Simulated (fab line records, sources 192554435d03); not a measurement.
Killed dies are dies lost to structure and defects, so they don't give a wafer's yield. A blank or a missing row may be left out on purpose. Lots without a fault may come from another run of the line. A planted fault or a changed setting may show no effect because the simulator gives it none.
Split-lot experiment | flow n5_finfet | 7 lots, 39 wafers read, on a route of 1938 steps

THE SPLIT
At N5_BEOL_M8_ILD_DEP_00 (deposits SiCOH lowk from DEMS/porogen, target thk 179.75 nm, time 33.4 s), the setting target_thk_a was moved away from the recipe's 1797.5 angstrom on 18 of the 39 wafers read, by -40.9% to +51.8%. The other wafers ran this setting at the recipe's value.

FROM THE SPLIT TO THE READING: what the file shows between them, 1 step
- N5_BEOL_M8_CURE_74: cures SiCOH lowk, time 240 s

THE READING
M8_ILD_THK, in nm, at N5_BEOL_M8_THK_MEAS_01. Fault-free wafers of this fab line usually give 155.2 nm, standard deviation 1.8 nm.

wafer  | tool, chamber at the split | target_thk_a as run, angstrom | against the recipe | M8_ILD_THK, nm | against lot-mates on the recipe
L075.1 | pecvd-02, 1                | 1797.5                        | recipe             | 156.1          | -
L075.2 | pecvd-02, 2,1              | 1222                          | -32.0%             | 107.1          | -50.2
L075.3 | pecvd-02, 2                | 1222                          | -32.0%             | 106.0          | -51.3
L075.4 | pecvd-02, 1                | 1797.5                        | recipe             | 157.6          | -
L075.5 | pecvd-02, 2,1              | 1222                          | -32.0%             | 107.1          | -50.2
L075.6 | pecvd-02, 2                | 1797.5                        | recipe             | 158.3          | -
L084.1 | pecvd-02, 0                | 1797.5                        | recipe             | 153.5          | -
L084.2 | pecvd-02, 1                | 1797.5                        | recipe             | 155.0          | -
L084.3 | pecvd-02, 2                | 1418                          | -21.1%             | 120.9          | -33.4
L084.4 | pecvd-02, 0                | 1418                          | -21.1%             | 124.4          | -29.9
L084.5 | pecvd-02, 1                | 1797.5                        | recipe             | 154.4          | -
L084.6 | pecvd-02, 2                | 1418                          | -21.1%             | 122.3          | -32.0
L082.1 | pecvd-02, 0                | 2728                          | +51.8%             | 233.6          | +80.1
L082.2 | pecvd-02, 2                | 1797.5                        | recipe             | 151.3          | -
L082.3 | pecvd-02, 1                | 2728                          | +51.8%             | 234.8          | +81.3
L082.4 | pecvd-02, 1                | 2728                          | +51.8%             | 236.1          | +82.6
L082.5 | pecvd-02, 0                | 1797.5                        | recipe             | 154.4          | -
L082.6 | pecvd-02, 2                | 1797.5                        | recipe             | 154.8          | -
L087.1 | pecvd-02, 1                | 1797.5                        | recipe             | 155.3          | -
L087.2 | pecvd-02, 2                | 1797.5                        | recipe             | 153.1          | -
L087.3 | pecvd-02, 0                | 2369                          | +31.8%             | 205.8          | +50.6
L087.4 | pecvd-02, 0                | 2369                          | +31.8%             | 206.2          | +51.0
L087.5 | pecvd-02, 2                | 2369                          | +31.8%             | 205.7          | +50.5
L087.6 | pecvd-02, 1                | 1797.5                        | recipe             | 157.1          | -
L091.1 | pecvd-03, 1                | 1797.5                        | recipe             | 155.7          | -
L091.2 | pecvd-03, 2                | 1797.5                        | recipe             | 156.6          | -
L091.3 | pecvd-03, 0                | 1062                          | -40.9%             | 89.7           | -67.2
L091.4 | pecvd-03, 0                | 1797.5                        | recipe             | 158.3          | -
L091.5 | pecvd-03, 1                | 1062                          | -40.9%             | 94.0           | -62.9
L091.6 | pecvd-03, 2                | 1062                          | -40.9%             | 93.5           | -63.4
L094.3 | pecvd-02, 1,0              | 1797.5                        | recipe             | 154.7          | -
L094.4 | pecvd-02, 1,0              | 1797.5                        | recipe             | 154.6          | -
L094.5 | pecvd-02, 0                | 1797.5                        | recipe             | 153.5          | -
L096.1 | pecvd-02, 2                | 1797.5                        | recipe             | 155.3          | -
L096.2 | pecvd-02, 0                | 1797.5                        | recipe             | 157.2          | -
L096.3 | pecvd-02, 1                | 2266                          | +26.1%             | 197.3          | +40.9
L096.4 | pecvd-02, 0                | 2266                          | +26.1%             | 198.8          | +42.4
L096.5 | pecvd-02, 2                | 2266                          | +26.1%             | 199.4          | +43.0
L096.6 | pecvd-02, 1                | 1797.5                        | recipe             | 156.6          | -
Where a row lists several chambers, the file gives one row for several wafers and doesn't say which wafer went through which chamber.

THE FIT
A straight line over all 39 wafers: M8_ILD_THK changes by +1.55 nm for each +1% of target_thk_a; r = +1.00; the points scatter about the line by 1.8 nm.
The same after taking each lot's own level away (the mean of its wafers on the recipe; 39 wafers): +1.58 nm for each +1%; r = +1.00; scatter 1.3 nm.
On that fit, the largest move of target_thk_a shifts the reading by 82 nm.
The lots' own levels span 153.50 to 157.33 nm, that is 2.1 times the standard deviation above.
So the lot-to-lot level changes the slope little: the two slopes agree.
Check: with one of the wafers moved furthest among these (+51.8%) left out of the fit, the line predicts +82.1 nm for it against its lot-mates. It came out at +80.1 nm against them.

OTHER SPLITS ON THESE WAFERS
These wafers also went through other splits before the reading. Each is held against what the fit with the lots' levels taken away leaves over:
other split on the same wafers | wafers away from the commonest value | r with M8_ILD_THK (lot level and that fit taken away)
N5_BEOL_M7_DESCUM_33 time_s    | 15                                   | +0.14

THE WHOLE CHAIN: every reading that the file lists as answering this split, in the file's order
step                   | what it does                                                             | reading                                                                                  | change (the file's fit)              | r (the file's)
N5_BEOL_M8_ILD_DEP_00  | deposits SiCOH lowk from DEMS/porogen, target thk 179.75 nm, time 33.4 s | SiCOH_lowk_of_BEOL_M8_ILD_DEP_00.thk_nm (the simulator's own value, which no gauge read) | +1.81 nm for each +1% of the setting | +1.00
N5_BEOL_M8_CURE_74     | cures SiCOH lowk, time 240 s                                             | SiCOH_lowk_of_BEOL_M8_ILD_DEP_00.thk_nm (the simulator's own value, which no gauge read) | +1.58 nm for each +1% of the setting | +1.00
N5_BEOL_M8_THK_MEAS_01 |                                                                          | M8_ILD_THK                                                                               | +1.58 for each +1% of the setting    | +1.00

THE FILE'S OWN FIT
M8_ILD_THK changes by +1.58 nm for each +1% of target_thk_a, r = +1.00.
